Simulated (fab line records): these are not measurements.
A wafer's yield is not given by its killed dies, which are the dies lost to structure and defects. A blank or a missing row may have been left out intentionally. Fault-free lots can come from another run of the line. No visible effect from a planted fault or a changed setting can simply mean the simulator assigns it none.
The tool behind it: which one? :: flow nand-harc :: 72 wafers from 24 lots sampled at 4 of the route's 1302 steps

WHAT THE GAUGES SHOWED, per wafer
NHARC_A_ZERO_WELL_CD_MEAS_10: the cd target is 2000 nm. Usual: cd-nm 2000.2 nm, standard deviation 1.7.
lot: L074
measured: day 6 19:43
on: cd-sem-03
cd-nm (nm): 1998.4 2000.3 1999.9
flag: 

lot: L075
measured: day 7 07:00
on: cd-sem-02
cd-nm (nm): 1999.4 1998.1 1998.8
flag: 

lot: L076
measured: day 7 18:55
on: cd-sem-03
cd-nm (nm): 1999.0 1999.9 2003.8
flag: 

lot: L077
measured: day 7 21:56
on: cd-sem-03
cd-nm (nm): 1998.7 2000.2 2000.2
flag: 

lot: L079
measured: day 8 21:23
on: cd-sem-03
cd-nm (nm): 2000.4 2001.1 2000.2
flag: 

lot: L078
measured: day 8 23:02
on: cd-sem-02
cd-nm (nm): 2000.3 2002.2 1999.9
flag: 

lot: L080
measured: day 9 17:44
on: cd-sem-02
cd-nm (nm): 2001.9 2001.2 2000.2
flag: 

lot: L081
measured: day 10 02:14
on: cd-sem-02
cd-nm (nm): 1997.8 2002.2 1997.9
flag: 

lot: L082
measured: day 10 03:11
on: cd-sem-02
cd-nm (nm): 2002.3 1999.8 2000.0
flag: 

lot: L083
measured: day 10 14:20
on: cd-sem-02
cd-nm (nm): 2000.2 1999.5 1997.3
flag: 

lot: L084
measured: day 10 22:32
on: cd-sem-02
cd-nm (nm): 2000.3 1997.8 1999.0
flag: 

lot: L086
measured: day 11 13:34
on: cd-sem-02
cd-nm (nm): 2000.1 2000.7 2000.2
flag: 

lot: L085
measured: day 11 18:56
on: cd-sem-02
cd-nm (nm): 2000.5 1999.8 2001.5
flag: 

lot: L087
measured: day 12 11:00
on: cd-sem-02
cd-nm (nm): 1999.5 1999.6 2001.6
flag: 

lot: L089
measured: day 12 20:52
on: cd-sem-01
cd-nm (nm): 1997.2 1997.9 1998.3
flag: 

lot: L088
measured: day 12 22:07
on: cd-sem-03
cd-nm (nm): 2001.3 1999.2 2000.0
flag: 

lot: L090
measured: day 13 17:44
on: cd-sem-01
cd-nm (nm): 2001.1 1999.7 2000.7
flag: 

lot: L091
measured: day 13 19:10
on: cd-sem-03
cd-nm (nm): 2001.6 2002.4 2000.5
flag: 

lot: L092
measured: day 14 06:42
on: cd-sem-01
cd-nm (nm): 1999.4 1997.4 2000.3
flag: 

lot: L093
measured: day 14 14:09
on: cd-sem-01
cd-nm (nm): 2002.6 2001.2 2003.8
flag: 

lot: L094
measured: day 15 10:52
on: cd-sem-03
cd-nm (nm): 2000.5 1998.7 2002.5
flag: 

lot: L095
measured: day 15 12:37
on: cd-sem-03
cd-nm (nm): 1997.9 1998.1 1997.9
flag: 

lot: L096
measured: day 16 03:01
on: cd-sem-03
cd-nm (nm): 2000.9 1999.2 1999.4
flag: 

lot: L097
measured: day 16 12:13
on: cd-sem-02
cd-nm (nm): 1997.8 1999.1 1998.7
flag: 

NHARC_A_ONON_D1_INSPECT_32. Usual: raw-defect-count 67, standard deviation 25.
lot: L074
measured: day 8 11:02
on: defect-inspect-02
raw-defect-count: 74 76 146
flag: 

lot: L075
measured: day 8 17:52
on: defect-inspect-02
raw-defect-count: 42 60 43
flag: 

lot: L076
measured: day 9 07:41
on: defect-inspect-02
raw-defect-count: 39 49 47
flag: 

lot: L077
measured: day 9 07:43
on: defect-inspect-01
raw-defect-count: 87 68 75
flag: 

lot: L079
measured: day 10 14:36
on: defect-inspect-02
raw-defect-count: 56 98 95
flag: 

lot: L078
measured: day 10 14:39
on: defect-inspect-02
raw-defect-count: 57 84 104
flag: 

lot: L080
measured: day 11 10:46
on: defect-inspect-02
raw-defect-count: 72 67 80
flag: 

lot: L081
measured: day 11 15:31
on: defect-inspect-02
raw-defect-count: 34 40 32
flag: 

lot: L082
measured: day 11 15:20
on: defect-inspect-02
raw-defect-count: 90 99 100
flag: 

lot: L083
measured: day 12 02:47
on: defect-inspect-01
raw-defect-count: 45 105 52
flag: 

lot: L084
measured: day 12 10:41
on: defect-inspect-01
raw-defect-count: 57 102 70
flag: 

lot: L086
measured: day 13 00:41
on: defect-inspect-01
raw-defect-count: 69 94 63
flag: 

lot: L085
measured: day 13 05:55
on: defect-inspect-02
raw-defect-count: 29 28 72
flag: 

lot: L087
measured: day 14 00:26
on: defect-inspect-01
raw-defect-count: 62 45 65
flag: 

lot: L089
measured: day 14 08:51
on: defect-inspect-02
raw-defect-count: 119 104 125
flag: 

lot: L088
measured: day 14 09:00
on: defect-inspect-01
raw-defect-count: 64 24 61
flag: 

lot: L090
measured: day 15 10:22
on: defect-inspect-02
raw-defect-count: 65 45 58
flag: 

lot: L091
measured: day 15 10:19
on: defect-inspect-01
raw-defect-count: 70 47 89
flag: 

lot: L092
measured: day 16 02:58
on: defect-inspect-01
raw-defect-count: 99 63 41
flag: 

lot: L093
measured: day 16 02:57
on: defect-inspect-02
raw-defect-count: 110 71 109
flag: 

lot: L094
measured: day 16 21:50
on: defect-inspect-02
raw-defect-count: 67 66 51
flag: 

lot: L095
measured: day 16 22:07
on: defect-inspect-02
raw-defect-count: 48 51 41
flag: 

lot: L096
measured: day 17 16:00
on: defect-inspect-01
raw-defect-count: 76 76 30
flag: 

lot: L097
measured: day 18 03:45
on: defect-inspect-02
raw-defect-count: 56 55 48
flag: 

NHARC_A_CHANNEL_HOLE_D1_CD_MEAS_18. Usual: cd-nm 99.2 nm, standard deviation 2.3.
lot: L074
measured: day 8 15:03
on: cd-sem-02
cd-nm (nm): 98.0 100.6 97.5
flag: 

lot: L075
measured: day 8 21:54
on: cd-sem-02
cd-nm (nm): 99.8 100.0 100.5
flag: 

lot: L076
measured: day 9 11:40
on: cd-sem-02
cd-nm (nm): 101.2 96.9 99.5
flag: 

lot: L077
measured: day 9 12:22
on: cd-sem-03
cd-nm (nm): 100.9 101.3 101.2
flag: 

lot: L079
measured: day 10 20:19
on: cd-sem-01
cd-nm (nm): 102.9 102.9 101.1
flag: 

lot: L078
measured: day 10 20:26
on: cd-sem-02
cd-nm (nm): 103.1 98.4 98.6
flag: 

lot: L080
measured: day 11 16:55
on: cd-sem-02
cd-nm (nm): 97.1 102.7 98.1
flag: 

lot: L081
measured: day 11 23:25
on: cd-sem-03
cd-nm (nm): 97.5 97.7 99.0
flag: 

lot: L082
measured: day 11 22:59
on: cd-sem-03
cd-nm (nm): 98.6 97.9 102.0
flag: 

lot: L083
measured: day 12 07:19
on: cd-sem-02
cd-nm (nm): 98.3 98.3 98.8
flag: 

lot: L084
measured: day 12 14:46
on: cd-sem-03
cd-nm (nm): 98.2 99.6 98.9
flag: 

lot: L086
measured: day 13 04:42
on: cd-sem-01
cd-nm (nm): 99.7 101.0 99.8
flag: 

lot: L085
measured: day 13 09:53
on: cd-sem-03
cd-nm (nm): 96.5 98.8 100.2
flag: 

lot: L087
measured: day 14 05:49
on: cd-sem-01
cd-nm (nm): 99.6 98.5 101.8
flag: 

lot: L089
measured: day 14 12:46
on: cd-sem-01
cd-nm (nm): 98.2 98.6 102.7
flag: 

lot: L088
measured: day 14 13:06
on: cd-sem-02
cd-nm (nm): 98.4 95.6 99.9
flag: 

lot: L090
measured: day 15 18:23
on: cd-sem-02
cd-nm (nm): 100.0 97.4 98.0
flag: 

lot: L091
measured: day 15 17:15
on: cd-sem-02
cd-nm (nm): 102.1 99.5 100.7
flag: 

lot: L092
measured: day 16 10:28
on: cd-sem-03
cd-nm (nm): 94.5 98.8 98.2
flag: 

lot: L093
measured: day 16 09:09
on: cd-sem-02
cd-nm (nm): 103.3 100.4 102.6
flag: 

lot: L094
measured: day 17 06:20
on: cd-sem-01
cd-nm (nm): 99.8 93.2 99.1
flag: 

lot: L095
measured: day 17 08:14
on: cd-sem-01
cd-nm (nm): 98.8 96.2 97.8
flag: 

lot: L096
measured: day 17 20:36
on: cd-sem-03
cd-nm (nm): 92.8 96.3 92.0
flag: 

lot: L097
measured: day 18 08:04
on: cd-sem-02
cd-nm (nm): 102.0 96.6 98.6
flag: 

TOOL THAT RAN EACH LOT (tool first, then ch and the chambers of the sampled wafers, then the start)
lot: L074
NHARC_A_CHANNEL_HOLE_D1_ETCH_38: rie-diel-08 ch 1,2, day 8 14:01

lot: L075
NHARC_A_CHANNEL_HOLE_D1_ETCH_38: rie-diel-08 ch 1,2,3, day 8 20:53

lot: L076
NHARC_A_CHANNEL_HOLE_D1_ETCH_38: rie-diel-11 ch 0,2,3, day 9 10:40

lot: L077
NHARC_A_CHANNEL_HOLE_D1_ETCH_38: rie-diel-10 ch 1,2,3, day 9 11:22

lot: L079
NHARC_A_CHANNEL_HOLE_D1_ETCH_38: rie-diel-08 ch 1,2, day 10 19:07

lot: L078
NHARC_A_CHANNEL_HOLE_D1_ETCH_38: rie-diel-11 ch 0,2,3, day 10 19:25

lot: L080
NHARC_A_CHANNEL_HOLE_D1_ETCH_38: rie-diel-08 ch 0,2,3, day 11 15:53

lot: L081
NHARC_A_CHANNEL_HOLE_D1_ETCH_38: rie-diel-08 ch 1,2,3, day 11 22:23

lot: L082
NHARC_A_CHANNEL_HOLE_D1_ETCH_38: rie-diel-10 ch 1,2,3, day 11 21:56

lot: L083
NHARC_A_CHANNEL_HOLE_D1_ETCH_38: rie-diel-08 ch 1,2, day 12 06:17

lot: L084
NHARC_A_CHANNEL_HOLE_D1_ETCH_38: rie-diel-08 ch 0,1, day 12 13:32

lot: L086
NHARC_A_CHANNEL_HOLE_D1_ETCH_38: rie-diel-08 ch 0,2,3, day 13 03:41

lot: L085
NHARC_A_CHANNEL_HOLE_D1_ETCH_38: rie-diel-10 ch 1,2,3, day 13 08:53

lot: L087
NHARC_A_CHANNEL_HOLE_D1_ETCH_38: rie-diel-08 ch 2,3, day 14 04:47

lot: L089
NHARC_A_CHANNEL_HOLE_D1_ETCH_38: rie-diel-08 ch 0,1,2, day 14 11:44

lot: L088
NHARC_A_CHANNEL_HOLE_D1_ETCH_38: rie-diel-11 ch 1,2, day 14 12:01

lot: L090
NHARC_A_CHANNEL_HOLE_D1_ETCH_38: rie-diel-08 ch 0,2,3, day 15 17:23

lot: L091
NHARC_A_CHANNEL_HOLE_D1_ETCH_38: rie-diel-10 ch 0,2,3, day 15 16:08

lot: L092
NHARC_A_CHANNEL_HOLE_D1_ETCH_38: rie-diel-11 ch 0,2, day 16 08:27

lot: L093
NHARC_A_CHANNEL_HOLE_D1_ETCH_38: rie-diel-10 ch 0,3, day 16 08:07

lot: L094
NHARC_A_CHANNEL_HOLE_D1_ETCH_38: rie-diel-08 ch 0,2,3, day 17 05:19

lot: L095
NHARC_A_CHANNEL_HOLE_D1_ETCH_38: rie-diel-08 ch 0,1,2, day 17 07:14

lot: L096
NHARC_A_CHANNEL_HOLE_D1_ETCH_38: rie-diel-08 ch 0,1,3, day 17 19:35

lot: L097
NHARC_A_CHANNEL_HOLE_D1_ETCH_38: rie-diel-08 ch 0,1, day 18 06:50
- NHARC_A_CHANNEL_HOLE_D1_ETCH_38: etches the open film in CF4, target depth 39 nm, time 65 s.

AS READ BY THE TOOLS THEMSELVES (means over the sampled wafers that have a number; for cases with no such wafer, the mark the record gives instead)
NHARC_A_CHANNEL_HOLE_D1_ETCH_38. Usual: drypump-motor-current-A 5.7 A, standard deviation 0.52; oes-product-au 1.000 a.u., standard deviation 0.0099; rf-vpp-V 151.2 V, standard deviation 1.3; showerhead-plenum-p-Torr 1.77 Torr, standard deviation 0.08; throttle-valve-pct 13.284 %, standard deviation 0.0089.
lot: L074
tool: rie-diel-08
drypump-motor-current-A (A): 5.4
oes-product-au (a.u.): 1.011
rf-vpp-V (V): 151.7
showerhead-plenum-p-Torr (Torr): 1.83
throttle-valve-pct (%): 13.290
flag: 

lot: L075
tool: rie-diel-08
drypump-motor-current-A (A): 5.8
oes-product-au (a.u.): 1.003
rf-vpp-V (V): 151.0
showerhead-plenum-p-Torr (Torr): 1.76
throttle-valve-pct (%): 13.291
flag: 

lot: L076
tool: rie-diel-11
drypump-motor-current-A (A): 6.0
oes-product-au (a.u.): 0.997
rf-vpp-V (V): 150.8
showerhead-plenum-p-Torr (Torr): 1.72
throttle-valve-pct (%): 13.284
flag: 

lot: L077
tool: rie-diel-10
drypump-motor-current-A (A): 5.6
oes-product-au (a.u.): 1.005
rf-vpp-V (V): 151.1
showerhead-plenum-p-Torr (Torr): 1.72
throttle-valve-pct (%): 13.291
flag: 

lot: L079
tool: rie-diel-08
drypump-motor-current-A (A): 5.4
oes-product-au (a.u.): 0.999
rf-vpp-V (V): 152.3
showerhead-plenum-p-Torr (Torr): 1.83
throttle-valve-pct (%): 13.278
flag: 

lot: L078
tool: rie-diel-11
drypump-motor-current-A (A): 6.0
oes-product-au (a.u.): 1.006
rf-vpp-V (V): 150.9
showerhead-plenum-p-Torr (Torr): 1.71
throttle-valve-pct (%): 13.283
flag: 

lot: L080
tool: rie-diel-08
drypump-motor-current-A (A): 6.1
oes-product-au (a.u.): 1.000
rf-vpp-V (V): 151.2
showerhead-plenum-p-Torr (Torr): 1.75
throttle-valve-pct (%): 13.287
flag: 

lot: L081
tool: rie-diel-08
drypump-motor-current-A (A): 5.8
oes-product-au (a.u.): 1.000
rf-vpp-V (V): 151.5
showerhead-plenum-p-Torr (Torr): 1.76
throttle-valve-pct (%): 13.282
flag: 

lot: L082
tool: rie-diel-10
drypump-motor-current-A (A): 5.6
oes-product-au (a.u.): 1.002
rf-vpp-V (V): 150.3
showerhead-plenum-p-Torr (Torr): 1.72
throttle-valve-pct (%): 13.279
flag: 

lot: L083
tool: rie-diel-08
drypump-motor-current-A (A): 5.4
oes-product-au (a.u.): 0.998
rf-vpp-V (V): 152.6
showerhead-plenum-p-Torr (Torr): 1.83
throttle-valve-pct (%): 13.282
flag: 

lot: L084
tool: rie-diel-08
drypump-motor-current-A (A): 5.4
oes-product-au (a.u.): 0.994
rf-vpp-V (V): 153.0
showerhead-plenum-p-Torr (Torr): 1.86
throttle-valve-pct (%): 13.287
flag: 

lot: L086
tool: rie-diel-08
drypump-motor-current-A (A): 6.1
oes-product-au (a.u.): 1.001
rf-vpp-V (V): 151.0
showerhead-plenum-p-Torr (Torr): 1.75
throttle-valve-pct (%): 13.283
flag: 

lot: L085
tool: rie-diel-10
drypump-motor-current-A (A): 5.6
oes-product-au (a.u.): 1.004
rf-vpp-V (V): 149.9
showerhead-plenum-p-Torr (Torr): 1.71
throttle-valve-pct (%): 13.280
flag: 

lot: L087
tool: rie-diel-08
drypump-motor-current-A (A): 6.1
oes-product-au (a.u.): 0.993
rf-vpp-V (V): 150.2
showerhead-plenum-p-Torr (Torr): 1.69
throttle-valve-pct (%): 13.291
flag: 

lot: L089
tool: rie-diel-08
drypump-motor-current-A (A): 5.7
oes-product-au (a.u.): 0.993
rf-vpp-V (V): 151.7
showerhead-plenum-p-Torr (Torr): 1.83
throttle-valve-pct (%): 13.282
flag: 

lot: L088
tool: rie-diel-11
drypump-motor-current-A (A): 5.6
oes-product-au (a.u.): 0.994
rf-vpp-V (V): 150.4
showerhead-plenum-p-Torr (Torr): 1.78
throttle-valve-pct (%): 13.278
flag: 

lot: L090
tool: rie-diel-08
drypump-motor-current-A (A): 6.0
oes-product-au (a.u.): 0.991
rf-vpp-V (V): 151.1
showerhead-plenum-p-Torr (Torr): 1.75
throttle-valve-pct (%): 13.288
flag: 

lot: L091
tool: rie-diel-10
drypump-motor-current-A (A): 5.6
oes-product-au (a.u.): 1.001
rf-vpp-V (V): 150.6
showerhead-plenum-p-Torr (Torr): 1.70
throttle-valve-pct (%): 13.292
flag: 

lot: L092
tool: rie-diel-11
drypump-motor-current-A (A): 6.0
oes-product-au (a.u.): 0.989
rf-vpp-V (V): 149.9
showerhead-plenum-p-Torr (Torr): 1.70
throttle-valve-pct (%): 13.286
flag: 

lot: L093
tool: rie-diel-10
drypump-motor-current-A (A): 5.9
oes-product-au (a.u.): 1.010
rf-vpp-V (V): 150.2
showerhead-plenum-p-Torr (Torr): 1.73
throttle-valve-pct (%): 13.280
flag: 

lot: L094
tool: rie-diel-08
drypump-motor-current-A (A): 6.1
oes-product-au (a.u.): 1.003
rf-vpp-V (V): 151.2
showerhead-plenum-p-Torr (Torr): 1.75
throttle-valve-pct (%): 13.275
flag: 

lot: L095
tool: rie-diel-08
drypump-motor-current-A (A): 5.7
oes-product-au (a.u.): 1.008
rf-vpp-V (V): 151.7
showerhead-plenum-p-Torr (Torr): 1.83
throttle-valve-pct (%): 13.284
flag: 

lot: L096
tool: rie-diel-08
drypump-motor-current-A (A): 5.5
oes-product-au (a.u.): 1.011
rf-vpp-V (V): 151.2
showerhead-plenum-p-Torr (Torr): 1.79
throttle-valve-pct (%): 13.289
flag: 

lot: L097
tool: rie-diel-08
drypump-motor-current-A (A): 5.4
oes-product-au (a.u.): 1.009
rf-vpp-V (V): 152.9
showerhead-plenum-p-Torr (Torr): 1.86
throttle-valve-pct (%): 13.285
flag: 

THE ANSWER, worked out from the rows above alone
Rule: take the mean of a lot's wafers that have a number; if it is more than 3 standard deviations from the usual mean, the lot is off. A lot without any number at a reading at which 4 lots or more have one is off too. All remaining lots with rows at the step are treated as sound. First the gauges in route order, then the tools' own readings, where a lot's mean is used as printed above. The first step at which some lot is off is used, and at that step the reading that is off furthest; a lot without a number counts as furthest.
No lot is off on any of the readings shown, so nothing can be concluded from this.

WHAT WAS PUT IN BY THE SIMULATOR
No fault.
